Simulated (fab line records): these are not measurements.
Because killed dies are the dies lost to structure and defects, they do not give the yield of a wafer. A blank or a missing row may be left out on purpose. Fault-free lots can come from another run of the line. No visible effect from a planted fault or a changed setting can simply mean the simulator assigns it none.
fab line records	flow n5Finfet
[record] lots = 7	wafers = 39
route steps=1938 shown FIN_SAQP@99 SD_EPI_N@269 HKMG_FIN@451 BEOL_M0_SAQP@663 BEOL_M1@797
startH: start of the lot's first displayed wafer, in hours after the record's first day	waitH: time in hours since the lot's previous step	" as in the row above	L1.1+2: a single row standing in for several wafers	- value missing, or start not given	* or withheld: withheld	< > ~ a bound
route shown NAME@n: NAME is a module with steps in the file, n the number in the route of the first one	usual: mean/standard deviation of fault-free wafers	same: alike in all rows	chamber/n: place in a boat	sites: the reading at each site	_std_site: standard deviation of those values	_edge_site: the outer-site mean with the inner-site mean subtracted	radiusMm: for every site, how far away it sits from the centre of the wafer	mask NAME#n: copy n	behind: the most recent tool/chamber to have shaped the wafer	hold: why the lot went on hold/how many hours it stayed there/how the hold came to an end	device: transistor that didn't switch, given as n, p or np	end of line: the same wafers' tests at the end of the route	step lacking rows: just its recipe	killed: count of dies lost to structure and defects at first sort (not the wafer's yield)	map: per-die view of a wafer (x killed, . not killed, _ where there is no die)
set.NAME: the run value of the setting; set.NAME@STEP: its run value at that earlier step	model.NAME: the simulator's own value behind a step, which no gauge read
lots where settings were altered on purpose, with a table for each step and a row for each wafer
[[steps]]
[step N5_FIN_SAQP_PECVD_48]
[recipe] material = SiNx	targetThkA = 250	tempC = 400	precursor = SiH4/NH3/N2	pressureTorr = 1.5	rfW = 300	timeS = 22.1
lot.wafer	tool	chamber	startH	waitH	set.timeS	model.SiNx_of_FIN_SAQP_PECVD_48.thkNm
L078.1	pecvd-01	1	46.53	0.0	33.42	38.05
L078.2	"	0	"	"	33.42	37.94
L078.3	"	2	"	"	22.1	25.35
L078.4	"	1	"	"	22.1	25.81
L078.5	"	0	"	"	22.1	25.75
L078.6	"	2	"	"	33.42	38.79
L083.1	pecvd-03	2	75.13	0.0	22.1	24.66
L083.2	"	1	"	"	22.1	24.46
L083.3	"	0	"	"	22.1	24.85
L083.4	"	0	"	"	22.1	25.13
L083.5	"	2	"	"	22.1	25.05
L083.6	"	1	"	"	22.1	24.65
L086.1	pecvd-04	0	94.65	0.0	22.1	24.58
L086.4	"	2	"	"	22.1	25.29
L086.6	"	0	"	"	22.1	25.18
L093.1	pecvd-04	1	134.63	0.0	32.06	35.21
L093.2	"	2	"	"	22.1	24.46
L093.3	"	0	"	"	22.1	23.89
L093.4	"	2	"	"	32.06	35.9
L093.5	"	1	"	"	22.1	24.24
L093.6	"	0	"	"	32.06	35.67
L095.1	pecvd-04	0	149.30	0.0	22.1	24.45
L095.2	"	2	"	"	9.989	11.26
L095.3	"	1	"	"	9.989	10.93
L095.4	"	2	"	"	9.989	11.44
L095.5	"	0	"	"	22.1	24.96
L095.6	"	1	"	"	22.1	24.88
L096.1	pecvd-01	1	154.83	0.0	9.076	10.71
L096.2	"	2	"	"	22.1	25.22
L096.3	"	0	"	"	9.076	10.39
L096.4	"	1	"	"	22.1	25.63
L096.5	"	0	"	"	9.076	10.93
L096.6	"	2	"	"	22.1	25.78
L097.1	pecvd-04	0	160.17	0.0	22.1	24.5
L097.2	"	1	"	"	22.1	24.55
L097.3	"	2	"	"	32.5	36.38
L097.4	"	2	"	"	22.1	25.49
L097.5	"	1	"	"	32.5	36.62
L097.6	"	0	"	"	32.5	36.61
[step N5_FIN_SAQP_DEVELOP_15]
[recipe] developTimeS = 30	developer = TMAH	resist = CAR-ArF	devTempC = 23	rinseLiquid = diw	dry = airSpin
lot.wafer	tool	chamber	startH	waitH	set.developTimeS
L078.1+2+5	lithoTrack-03	0	-	-	43.01
L078.3+4+6	"	0	"	"	30
L083.1+2+3+4+5+6	lithoTrack-03	0	-	-	30
L086.1+4+6	lithoTrack-01	0	-	-	30
L093.1+2+4	lithoTrack-01	0	-	-	34.72
L093.3+5+6	"	0	"	"	30
L095.1+2+3	lithoTrack-01	0	-	-	30
L095.4+5+6	"	0	"	"	21.59
L096.1+3+6	lithoTrack-01	0	-	-	30
L096.2+4+5	"	0	"	"	14.12
L097.1+3+5	lithoTrack-02	0	-	-	12.39
L097.2+4+6	"	0	"	"	30
[step N5_FIN_SAQP_MANDREL1_REMOVE_56]
[recipe] chemistry = HBr/Cl2/O2	btTimeS = 10	target = a-Si	stopOn = SiNx	endpoint = OES-SiCl	overEtchFrac = 1	icpW = 600	biasW = 22	HBr_flow_sccm = 150	Cl2_flow_sccm = 80	O2_flow_sccm = 5	pressureMtorr = 10
[step N5_FIN_SAQP_ETCH_57]
[recipe] chemistry = CH3F/O2	target = SiNx	maskMaterial = SiO2	targetDepthA = 325	timeS = 46.4	pressureMtorr = 30	sourceW = 395	biasW = 73	Ar_flow_sccm = 150	CH3F_flow_sccm = 30	O2_flow_sccm = 20	ionEnergyEv = 120	ends = cleared
[usual] etchRfOnTimeS = 46.3/1.4
lot.wafer	tool	chamber	startH	waitH	set.timeS@FIN_SAQP_PECVD_48	etchRfOnTimeS	model.etch.depthNm
L078.1	rieDiel-03	3	49.20	0.0	33.42	67.8	37.78
L078.2	"	1	"	"	33.42	70.7	37.94
L078.3	"	2	"	"	22.1	46.7	25.35
L078.4	"	0	"	"	22.1	46.4	25.4
L078.5	"	0	"	"	22.1	47.0	25.75
L078.6	"	1	"	"	33.42	71.7	38.53
L083.1	rieDiel-03	1	77.77	0.0	22.1	45.9	24.66
L083.2	"	3	"	"	22.1	44.5	24.46
L083.3	"	0	"	"	22.1	45.0	24.62
L083.4	"	2	"	"	22.1	46.6	25.13
L083.5	"	1	"	"	22.1	46.6	25.05
L083.6	"	2	"	"	22.1	45.4	24.41
L086.1	rieDiel-03	3	98.00	0.0	22.1	44.6	24.58
L086.4	"	3	"	"	22.1	45.7	25.29
L086.6	"	2	"	"	22.1	46.7	25.08
L093.1	rieDiel-03	0	138.31	0.4	32.06	65.3	35.21
L093.2	"	2	"	"	22.1	45.5	24.46
L093.3	"	3	"	"	22.1	43.5	23.48
L093.4	"	1	"	"	32.06	67.0	35.64
L093.5	"	3	"	"	22.1	44.1	23.98
L093.6	"	2	"	"	32.06	66.2	35.26
L095.1	rieDiel-01	2	152.48	0.0	22.1	44.4	24.45
L095.2	"	0	"	"	9.989	21.4	11.03
L095.3	"	3	"	"	9.989	19.7	10.93
L095.4	"	1	"	"	9.989	21.7	11.44
L095.5	"	3	"	"	22.1	45.0	24.96
L095.6	"	2	"	"	22.1	45.5	24.88
L096.1	rieDiel-03	2	157.47	0.0	9.076	20.0	10.71
L096.2	"	3	"	"	22.1	46.0	24.95
L096.3	"	1	"	"	9.076	19.6	10.39
L096.4	"	0	"	"	22.1	47.3	25.37
L096.5	"	3	"	"	9.076	20.3	10.93
L096.6	"	0	"	"	22.1	48.0	25.78
L097.1	rieDiel-01	3	162.96	0.0	22.1	44.2	24.5
L097.2	"	1	"	"	22.1	46.6	24.55
L097.3	"	0	"	"	32.5	69.7	36.15
L097.4	"	2	"	"	22.1	46.3	25.49
L097.5	"	3	"	"	32.5	65.7	36.62
L097.6	"	2	"	"	32.5	66.5	36.39
[step N5_SD_EPI_N_DEVELOP_08]
[recipe] developTimeS = 30	developer = TMAH	resist = CAR-ArF-block	devTempC = 23	rinseLiquid = diw	dry = airSpin
lot.wafer	tool	chamber	startH	waitH	set.developTimeS
L078.1+2+3+4+5+6	lithoTrack-05	0	-	-	30
L083.1+2+3+4+5+6	lithoTrack-03	0	-	-	30
L086.1+4+6	lithoTrack-01	0	-	-	30
L093.1+2+5	lithoTrack-03	0	-	-	30
L093.3+4+6	"	0	"	"	12.75
L095.1+4+5	lithoTrack-03	0	-	-	41.9
L095.2+3+6	"	0	"	"	30
L096.1+2+3+4+5+6	lithoTrack-03	0	-	-	30
L097.1+5+6	lithoTrack-05	0	-	-	30
L097.2+3+4	"	0	"	"	36.05
[step N5_SD_EPI_N_CD_MEAS_09]
[recipe] targetCdNm = 120	landingEnergyEv = 500	detector = seInlens
[usual] cdNm = 119.9/0.88
lot.wafer	tool	chamber	startH	waitH	set.developTimeS@SD_EPI_N_DEVELOP_08	cdNm
L078.1	cdSem-03	0	72.84	-	30	119.7
L078.2	"	0	"	"	30	119.7
L078.3	"	0	"	"	30	119.3
L078.4	"	0	"	"	30	120.9
L078.5	"	0	"	"	30	120.0
L078.6	"	0	"	"	30	120.6
L083.1	cdSem-02	0	107.92	-	30	119.4
L083.2	"	0	"	"	30	120.3
L083.3	"	0	"	"	30	120.1
L083.4	"	0	"	"	30	119.5
L083.5	"	0	"	"	30	118.8
L083.6	"	0	"	"	30	119.9
L086.1	cdSem-02	0	127.15	-	30	120.8
L086.4	"	0	"	"	30	119.9
L086.6	"	0	"	"	30	122.1
L093.1	cdSem-02	0	164.96	-	30	120.2
L093.2	"	0	"	"	30	117.9
L093.3	"	0	"	"	12.75	113.4
L093.4	"	0	"	"	12.75	112.8
L093.5	"	0	"	"	30	120.0
L093.6	"	0	"	"	12.75	113.4
L095.1	cdSem-02	0	175.57	-	41.9	122.1
L095.2	"	0	"	"	30	119.5
L095.3	"	0	"	"	30	120.4
L095.4	"	0	"	"	41.9	121.2
L095.5	"	0	"	"	41.9	122.4
L095.6	"	0	"	"	30	118.9
L096.1	cdSem-02	0	182.70	-	30	120.3
L096.2	"	0	"	"	30	119.0
L096.3	"	0	"	"	30	119.5
L096.4	"	0	"	"	30	119.2
L096.5	"	0	"	"	30	120.0
L096.6	"	0	"	"	30	118.9
L097.1	cdSem-01	0	189.56	-	30	118.9
L097.2	"	0	"	"	36.05	120.2
L097.3	"	0	"	"	36.05	121.0
L097.4	"	0	"	"	36.05	120.2
L097.5	"	0	"	"	30	119.3
L097.6	"	0	"	"	30	118.3
[step N5_SD_EPI_N_DESCUM_14]
[recipe] chemistry = O2	timeS = 7.9	sourcePowerW = 50	biasPowerW = 20	pressureMtorr = 20	rfFrequencyHz = 2.712e+07	tempC = 40	resist = CAR-ArF-block	o2FlowSccm = 225
lot.wafer	tool	chamber	startH	waitH	set.developTimeS@SD_EPI_N_DEVELOP_08	model.SD_EPI_N.cdNm
L078.1+2+3	rieDiel-06	0,3,2	72.93	0.0	30	119.4
L078.4	"	1	"	"	30	120.6
L078.5	"	0	"	"	30	120
L078.6	"	3	"	"	30	120.4
L083.1+4	rieDiel-01	1,3	108.01	0.0	30	119.6
L083.2	"	2	"	"	30	120.6
L083.3	"	0	"	"	30	120
L083.5	"	0	"	"	30	118.8
L083.6	"	3	"	"	30	120.2
L086.1	rieDiel-06	0	127.24	0.0	30	120.8
L086.4	"	3	"	"	30	120
L086.6	"	2	"	"	30	122
L093.1+5	rieDiel-06	1,2	165.05	0.0	30	119.8
L093.2	"	0	"	"	30	117.8
L093.3	"	2	"	"	12.75	113.8
L093.4+6	"	3,1	"	"	12.75	113.2
L095.1	rieDiel-01	0	175.71	0.1	41.9	122
L095.2	"	3	"	"	30	119.6
L095.3	"	2	"	"	30	120.2
L095.4	"	1	"	"	41.9	121.6
L095.5	"	0	"	"	41.9	122.4
L095.6	"	1	"	"	30	119.2
L096.1	rieDiel-01	0	182.79	0.0	30	120.6
L096.2+4	"	1,2	"	"	30	119.4
L096.3	"	3	"	"	30	119.6
L096.5	"	0	"	"	30	120
L096.6	"	1	"	"	30	118.8
L097.1	rieDiel-06	1	189.67	0.0	30	118.8
L097.2	"	2	"	"	36.05	119.8
L097.3	"	3	"	"	36.05	121
L097.4	"	0	"	"	36.05	120
L097.5	"	1	"	"	30	119
L097.6	"	0	"	"	30	118
[step N5_SD_EPI_N_ETCH_34]
[recipe] chemistry = CF4	target = SiARC	targetDepthA = 455	maskMaterial = CAR-ArF-block	timeS = 75.8	ionEnergyEv = 80	pressureMtorr = 40	sourceW = 545	biasW = 36	Ar_flow_sccm = 100	cf4FlowSccm = 100	ends = cleared
lot.wafer	tool	chamber	startH	waitH	set.developTimeS@SD_EPI_N_DEVELOP_08	model.SD_EPI_N.cdNm
L078.1+3	rieDiel-06	0,2	72.96	0.0	30	119.4
L078.2	"	3	"	"	30	119.2
L078.4	"	1	"	"	30	120.6
L078.5+6	"	0,3	"	"	30	120
L083.1+3+4	rieDiel-01	1,0,3	108.04	0.0	30	120
L083.2	"	2	"	"	30	120.8
L083.5	"	0	"	"	30	119
L083.6	"	3	"	"	30	120.4
L086.1	rieDiel-06	0	127.28	0.0	30	121.4
L086.4	"	3	"	"	30	119.8
L086.6	"	2	"	"	30	122
L093.1	rieDiel-06	1	165.08	0.0	30	120.4
L093.2	"	0	"	"	30	118.2
L093.3	"	2	"	"	12.75	113.6
L093.4	"	3	"	"	12.75	113.2
L093.5	"	2	"	"	30	119.6
L093.6	"	1	"	"	12.75	113.8
L095.1	rieDiel-01	0	175.75	0.0	41.9	122.2
L095.2	"	3	"	"	30	119.6
L095.3	"	2	"	"	30	120.4
L095.4	"	1	"	"	41.9	121.8
L095.5	"	0	"	"	41.9	122.4
L095.6	"	1	"	"	30	119.2
L096.1	rieDiel-01	0	182.82	0.0	30	120.6
L096.2	"	1	"	"	30	119.6
L096.3	"	3	"	"	30	119.8
L096.4	"	2	"	"	30	119.4
L096.5	"	0	"	"	30	120.4
L096.6	"	1	"	"	30	119
L097.1+5	rieDiel-06	1	189.70	0.0	30	119.4
L097.2	"	2	"	"	36.05	119.8
L097.3	"	3	"	"	36.05	121
L097.4	"	0	"	"	36.05	120.4
L097.6	"	0	"	"	30	118.6
[step N5_HKMG_FIN_ETCH_67]
[recipe] chemistry = N2/H2	target = SOC	targetDepthA = 3889	stopOn = TiN	ionEnergyEv = 100	biasW = 61	pressureMtorr = 30	sourceW = 850	n2FlowSccm = 200	h2FlowSccm = 200
lot.wafer	tool	chamber	startH	waitH	set.targetDepthA	model.SOC_of_HKMG_FIN_COAT_66.thkNm
L078.1	rieDiel-03	2	101.94	-	3889	26.2
L078.2	"	3	"	"	1685	178
L078.3	"	0	"	"	1685	171.8
L078.4	"	0	"	"	3889	8.2
L078.5	"	2	"	"	1685	180.8
L078.6	"	3	"	"	3889	17.8
L083.1	rieDiel-01	3	137.60	-	3889	8.2
L083.2+3+6	"	1,2,2	"	"	5537	8.2
L083.4	"	0	"	"	3889	36.6
L083.5	"	1	"	"	3889	28
L086.1	rieDiel-03	3	158.81	-	3889	18.6
L086.4+6	"	0	"	"	3889	8.2
L093.1+5+6	rieDiel-03	3,2,3	196.03	-	5019	8.2
L093.2	"	1	"	"	3889	23.2
L093.3	"	0	"	"	3889	8.2
L093.4	"	2	"	"	3889	25.2
L095.1	rieDiel-03	3	203.53	-	3889	25.8
L095.2+4+6	"	2,0,3	"	"	4750	8.2
L095.3	"	1	"	"	3889	23.8
L095.5	"	2	"	"	3889	27.8
L096.1	rieDiel-03	0	213.40	-	3889	12.4
L096.2	"	3	"	"	3889	26.4
L096.3	"	2	"	"	3889	29.8
L096.4+5+6	"	1,1,2	"	"	4551	8.2
L097.1	rieDiel-03	1	218.79	-	2964	88.4
L097.2	"	2	"	"	3889	24.6
L097.3	"	0	"	"	2964	77.6
L097.4	"	3	"	"	3889	22.6
L097.5	"	0	"	"	3889	12.4
L097.6	"	3	"	"	2964	89.6
[step N5_BEOL_M0_SAQP_SPACER1_ALD_98]
[recipe] material = SiO2	targetThkA = 128	tempC = 300	aldPrecursorFamily = BDEAS	aldCoReactant = O2-plasma	pulseTimeS = 1	purgeTimeS = 2	coReactantPurgeTimeS = 2	aldCycles = 138	pressureTorr = 2
lot.wafer	tool	chamber	startH	waitH	set.aldCycles	model.SiO2_of_BEOL_M0_SAQP_SPACER1_ALD_98.thkNm
L078.1+2+3+4+5+6	aldSin-02	3,1,2,0,2,3	139.29	0.3	138	12.8
L083.1	aldSin-02	3	167.08	0.4	138	13
L083.2+3	"	1,0	"	"	138	12.8
L083.4+5+6	"	2,3,2	"	"	213	19.8
L086.1+4+6	aldSin-02	2,1,3	189.53	0.3	138	12.8
L093.1+2+3	aldSin-04	0,2,1	227.77	0.3	176	16.4
L093.4+6	"	1,2	"	"	138	12.8
L093.5	"	0	"	"	138	13
L095.1+4+6	aldSin-04	1,0,1	238.83	2.8	138	12.8
L095.2+3+5	"	0,2,2	"	"	96	9
L096.1+4+5	aldSin-03	3,0,0	240.80	0.3	138	12.8
L096.2+3+6	"	1,2,3	"	"	59	5.4
L097.1+2+3	aldSin-02	0,2,3	248.85	0.3	138	12.8
L097.4+6	"	1,3	"	"	92	8.4
L097.5	"	0	"	"	92	8.6
[step N5_BEOL_M0_SAQP_SPACER1_ETCHBACK_99]
[recipe] chemistry = CHF3/O2	mode = anisotropicEtchback	target = SiO2	targetDepthA = 154	timeS = 7.7	pressureMtorr = 30	sourceW = 650	biasW = 170	Ar_flow_sccm = 200	CHF3_flow_sccm = 50	O2_flow_sccm = 5	ionEnergyEv = 200
[step N5_BEOL_M0_SAQP_MANDREL1_REMOVE_100]
[recipe] chemistry = HBr/Cl2/O2	btTimeS = 10	target = a-Si	stopOn = SiNx	endpoint = OES-SiCl	overEtchFrac = 0.85	icpW = 600	biasW = 30	HBr_flow_sccm = 150	Cl2_flow_sccm = 80	O2_flow_sccm = 5	pressureMtorr = 10
lot.wafer	tool	chamber	startH	waitH	set.aldCycles@BEOL_M0_SAQP_SPACER1_ALD_98	model.BEOL_M0_SAQP.cdNm	model.SiO2_of_BEOL_M0_SAQP_SPACER1_ALD_98.thkNm
L078.1	rieSi-02	3	139.85	0.1	138	13	7.4
L078.2+3	"	2,1	"	"	138	12.6	7.4
L078.4+5+6	"	0,2,1	"	"	138	12.8	7.4
L083.1	rieSi-03	1	167.65	0.1	138	13	7.6
L083.2	"	0	"	"	138	12.6	7.4
L083.3	"	2	"	"	138	12.8	7.4
L083.4+5+6	"	0,2,1	"	"	213	19.8	14.4
L086.1+4+6	rieSi-06	3,1,1	190.22	0.1	138	12.8	7.4
L093.1+2	rieSi-02	3,1	228.34	0.1	176	16.6	11
L093.3	"	2	"	"	176	16.2	11
L093.4+6	"	0,1	"	"	138	12.8	7.4
L093.5	"	0	"	"	138	12.8	7.6
L095.1	rieSi-06	2	239.41	0.1	138	12.8	7.4
L095.2	"	3	"	"	96	9	4
L095.3+5	"	0,2	"	"	96	8.8	4
L095.4	"	1	"	"	138	13	7.6
L095.6	"	3	"	"	138	13	7.4
L096.1+5	rieSi-03	3	241.37	0.1	138	12.8	7.4
L096.2+3+6	"	1,0,2	"	"	59	5.4	2.4
L096.4	"	2	"	"	138	13	7.6
L097.1	rieSi-06	3	249.42	0.1	138	13	7.6
L097.2	"	2	"	"	138	12.6	7.4
L097.3	"	1	"	"	138	12.8	7.4
L097.4	"	2	"	"	92	8.2	3.8
L097.5	"	3	"	"	92	8.8	4
L097.6	"	1	"	"	92	8.6	3.8
[step N5_BEOL_M0_SAQP_CD_MEAS_25]
[recipe] targetCdNm = 13.1	landingEnergyEv = 1000	detector = seInlens
[usual] cdNm = 12.83/0.23
lot.wafer	tool	chamber	startH	waitH	set.aldCycles@BEOL_M0_SAQP_SPACER1_ALD_98	cdNm
L078.1	cdSem-02	0	139.96	0.1	138	13.08
L078.2	"	0	"	"	138	12.73
L078.3	"	0	"	"	138	12.84
L078.4	"	0	"	"	138	12.76
L078.5	"	0	"	"	138	13.04
L078.6	"	0	"	"	138	12.78
L083.1	cdSem-03	0	167.76	0.1	138	13.11
L083.2	"	0	"	"	138	12.80
L083.3	"	0	"	"	138	13.09
L083.4	"	0	"	"	213	19.86
L083.5	"	0	"	"	213	19.75
L083.6	"	0	"	"	213	19.89
L086.1	cdSem-01	0	190.33	0.1	138	13.02
L086.4	"	0	"	"	138	12.84
L086.6	"	0	"	"	138	12.93
L093.1	cdSem-01	0	228.45	0.1	176	16.57
L093.2	"	0	"	"	176	16.31
L093.3	"	0	"	"	176	16.10
L093.4	"	0	"	"	138	13.04
L093.5	"	0	"	"	138	12.72
L093.6	"	0	"	"	138	12.64
L095.1	cdSem-01	0	239.52	0.1	138	12.67
L095.2	"	0	"	"	96	9.08
L095.3	"	0	"	"	96	9.18
L095.4	"	0	"	"	138	12.84
L095.5	"	0	"	"	96	8.75
L095.6	"	0	"	"	138	13.04
L096.1	cdSem-03	0	241.48	0.1	138	12.74
L096.2	"	0	"	"	59	5.44
L096.3	"	0	"	"	59	4.95
L096.4	"	0	"	"	138	12.84
L096.5	"	0	"	"	138	12.95
L096.6	"	0	"	"	59	5.35
L097.1	cdSem-03	0	249.53	0.1	138	13.22
L097.2	"	0	"	"	138	12.56
L097.3	"	0	"	"	138	12.94
L097.4	"	0	"	"	92	8.32
L097.5	"	0	"	"	92	8.93
L097.6	"	0	"	"	92	8.37
[step N5_BEOL_M1_VIA_ETCH_34]
[recipe] chemistry = C4F6/O2	targetDepthA = 678	maskMaterial = SOC	pressureMtorr = 15	ionEnergyEv = 250	taperDeg = 4	timeS = 64.4	sourceW = 350	biasW = 170	Ar_flow_sccm = 300	C4F6_flow_sccm = 10	O2_flow_sccm = 10
lot.wafer	tool	chamber	startH	waitH	set.targetDepthA	model.etch.depthNm	model.SOC_of_BEOL_M1_COAT_67.thkNm
L078.1	rieDiel-05	1	161.26	0.0	678	65.91	52.4
L078.2	"	2	"	"	454.3	45.39	55
L078.3	"	3	"	"	454.3	45.98	54.8
L078.4	"	0	"	"	678	65.43	52.6
L078.5	"	2	"	"	678	67.7	52.4
L078.6	"	3	"	"	454.3	45.56	55
L083.1	rieDiel-02	1	181.52	0.0	678	65.81	52.4
L083.2	"	0	"	"	909.2	86.92	49.8
L083.3	"	2	"	"	678	67.28	52
L083.4	"	3	"	"	909.2	91.35	49.4
L083.5	"	2	"	"	909.2	90.02	49.4
L083.6	"	1	"	"	678	65	52.4
L086.1	rieDiel-05	1	210.70	0.0	678	65.63	52.4
L086.4	"	2	"	"	678	67.46	52.2
L086.6	"	3	"	"	678	68.75	52
L093.1	rieDiel-02	0	244.53	0.0	678	65.55	52.2
L093.2	"	2	"	"	787.8	80.61	50.6
L093.3	"	1	"	"	678	65.7	52.4
L093.4	"	3	"	"	787.8	78.31	51
L093.5	"	0	"	"	787.8	75.86	51.2
L093.6	"	1	"	"	678	65.94	52.4
L096.1	rieDiel-05	3	255.67	0.0	678	69.16	51.6
L096.2	"	1	"	"	993.7	94.91	48.8
L096.3	"	2	"	"	993.7	99.42	48.4
L096.4	"	0	"	"	678	66.18	52
L096.5	"	0	"	"	993.7	96.84	48.4
L096.6	"	3	"	"	678	68.69	51.8
L095.1	rieDiel-02	2	262.53	0.0	678	69.73	51.8
L095.2	"	0	"	"	996.4	95.73	49
L095.3	"	3	"	"	678	68.58	52.4
L095.4	"	1	"	"	996.4	95.67	49
L095.5	"	0	"	"	996.4	95.63	48.8
L095.6	"	1	"	"	678	65.01	52.6
L097.1	rieDiel-02	0	271.24	0.0	1074	103.8	47.8
L097.2	"	3	"	"	678	68.15	52.2
L097.3	"	1	"	"	1074	104	48.2
L097.4	"	1	"	"	1074	104.3	48.2
L097.5	"	0	"	"	678	65.39	52.4
L097.6	"	3	"	"	678	68.36	52.2
[[key]]
[split] step = N5_FIN_SAQP_PECVD_48	setting = timeS	stated = 22.1	by = wafer
[response] step = N5_FIN_SAQP_PECVD_48	reading = model.SiNx_of_FIN_SAQP_PECVD_48.thkNm	change = +0.249	per = 1%	r = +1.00
[response] step = N5_FIN_SAQP_ETCH_57	reading = etchRfOnTimeS	change = *	per = 1%	r = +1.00
[response] step = N5_FIN_SAQP_ETCH_57	reading = model.etch.depthNm	change = +0.248	per = 1%	r = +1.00
[split] step = N5_FIN_SAQP_DEVELOP_15	setting = developTimeS	stated = 30	by = wafer
response none clear
[split] step = N5_SD_EPI_N_DEVELOP_08	setting = developTimeS	stated = 30	by = wafer
[response] step = N5_SD_EPI_N_CD_MEAS_09	reading = cdNm	change = +0.0905	per = 1%	r = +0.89
[response] step = N5_SD_EPI_N_DESCUM_14	reading = model.SD_EPI_N.cdNm	change = +0.0862	per = 1%	r = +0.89
[response] step = N5_SD_EPI_N_ETCH_34	reading = model.SD_EPI_N.cdNm	change = +0.0867	per = 1%	r = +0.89
[split] step = N5_HKMG_FIN_ETCH_67	setting = targetDepthA	stated = 3889	by = wafer
[response] step = N5_HKMG_FIN_ETCH_67	reading = model.SOC_of_HKMG_FIN_COAT_66.thkNm	shape = bent	atLowest = 176.9	atStated = 20.1	atHighest = 8.2
[split] step = N5_BEOL_M0_SAQP_SPACER1_ALD_98	setting = aldCycles	stated = 138	by = wafer
[response] step = N5_BEOL_M0_SAQP_SPACER1_ALD_98	reading = model.SiO2_of_BEOL_M0_SAQP_SPACER1_ALD_98.thkNm	change = +0.128	per = 1%	r = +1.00
[response] step = N5_BEOL_M0_SAQP_MANDREL1_REMOVE_100	reading = model.BEOL_M0_SAQP.cdNm	change = +0.13	per = 1%	r = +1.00
[response] step = N5_BEOL_M0_SAQP_MANDREL1_REMOVE_100	reading = model.SiO2_of_BEOL_M0_SAQP_SPACER1_ALD_98.thkNm	change = +0.11	per = 1%	r = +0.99
[response] step = N5_BEOL_M0_SAQP_CD_MEAS_25	reading = cdNm	change = +0.129	per = 1%	r = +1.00
[split] step = N5_BEOL_M1_VIA_ETCH_34	setting = targetDepthA	stated = 678	by = wafer
[response] step = N5_BEOL_M1_VIA_ETCH_34	reading = model.etch.depthNm	change = +0.63	per = 1%	r = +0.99
[response] step = N5_BEOL_M1_VIA_ETCH_34	reading = model.SOC_of_BEOL_M1_COAT_67.thkNm	change = -0.0729	per = 1%	r = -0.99
